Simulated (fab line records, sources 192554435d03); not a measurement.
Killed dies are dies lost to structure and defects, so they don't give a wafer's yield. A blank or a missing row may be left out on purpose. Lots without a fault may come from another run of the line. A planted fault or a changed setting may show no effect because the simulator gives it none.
Which tool did it? | flow n5_finfet | 7 lots, 21 wafers sampled, at 4 steps of a route of 1938

WHAT THE GAUGES READ, wafer by wafer
N5_MOL_CONTACT_COAG_CD_MEAS_84: target cd 25.1 nm.
lot  | measured     | on        | cd_nm (nm)
L295 | day 5 15:14  | cd_sem-02 | 25.18 24.96 24.85
L297 | day 6 02:40  | cd_sem-03 | 24.90 24.53 24.99
L300 | day 6 23:34  | cd_sem-01 | 24.74 25.01 24.81
L304 | day 7 23:11  | cd_sem-03 | 24.94 25.43 24.96
L307 | day 8 16:52  | cd_sem-02 | - - -
L314 | day 10 09:11 | cd_sem-01 | 25.15 25.20 25.24
L316 | day 10 19:16 | cd_sem-02 | 25.06 25.06 24.92

WHICH TOOL RAN EACH LOT (tool, then ch and the chambers of the sampled wafers, then the start)
lot  | N5_MOL_CONTACT_COAG_ETCH_110      | N5_MOL_CONTACT_COAG_PRE_CLEAN_142 | N5_MOL_CONTACT_COAG_PEB_82
L295 | rie_diel-05 ch 1,2, day 5 05:31   | pvd_sputter-03, day 5 09:42       | litho_track-03 ch 0, day 5 15:10
L297 | rie_diel-05 ch 1,3, day 5 18:18   | pvd_sputter-03, day 5 22:52       | litho_track-03 ch 0, day 6 02:35
L300 | rie_diel-03 ch 0,3, day 6 12:52   | pvd_sputter-03, day 6 19:37       | litho_track-03 ch 0, day 6 23:29
L304 | rie_diel-06 ch 0,1,3, day 7 13:55 | pvd_sputter-03, day 7 19:02       | litho_track-03 ch 0, day 7 23:08
L307 | rie_diel-05 ch 1,3, day 8 05:46   | pvd_sputter-03, day 8 11:13       | litho_track-01, day 8 16:49
L314 | rie_diel-06 ch 1,2,3, day 9 21:50 | pvd_sputter-01, day 10 04:32      | litho_track-05 ch 0, day 10 09:07
L316 | rie_diel-06 ch 1,2, day 10 10:08  | pvd_sputter-02, day 10 15:27      | litho_track-01 ch 0, day 10 19:12
- N5_MOL_CONTACT_COAG_ETCH_110: etches Si in CF4/O2, target depth 2.5 nm, time 8 s.
- N5_MOL_CONTACT_COAG_PRE_CLEAN_142: time 60 s.
- N5_MOL_CONTACT_COAG_PEB_82: peb time 60 s.

THE ANSWER, worked out from the rows above alone
Rule: what is usual is taken from the lots themselves. Put in order of their means at a reading, lots are off if they are a third of the lots or fewer, leave a main group of 4 or more, and stand apart from it by a gap of 3 or more times the standard deviation of the main group's means; of several such gaps the widest counts. A main group whose means are all the same, to the digits that the tables above print for the reading, isn't used. A lot without any number at a reading at which 4 lots or more have one is off too. The other lots that the step has rows for count as sound.
Off: L307, at N5_MOL_CONTACT_COAG_CD_MEAS_84 (cd_nm). Without a number there: L307. The main group: mean 25.00 nm, standard deviation 0.14.
A tool fits if, at a process step before that reading, it ran every lot that is off, and no sound lot after the first of them. The gauges at N5_MOL_CONTACT_COAG_CD_MEAS_84 are tried like those tools. Can't be told from this: 2 tools fit, rie_diel-05 at N5_MOL_CONTACT_COAG_ETCH_110, pvd_sputter-03 at N5_MOL_CONTACT_COAG_PRE_CLEAN_142.

WHAT THE SIMULATOR HAD PUT IN
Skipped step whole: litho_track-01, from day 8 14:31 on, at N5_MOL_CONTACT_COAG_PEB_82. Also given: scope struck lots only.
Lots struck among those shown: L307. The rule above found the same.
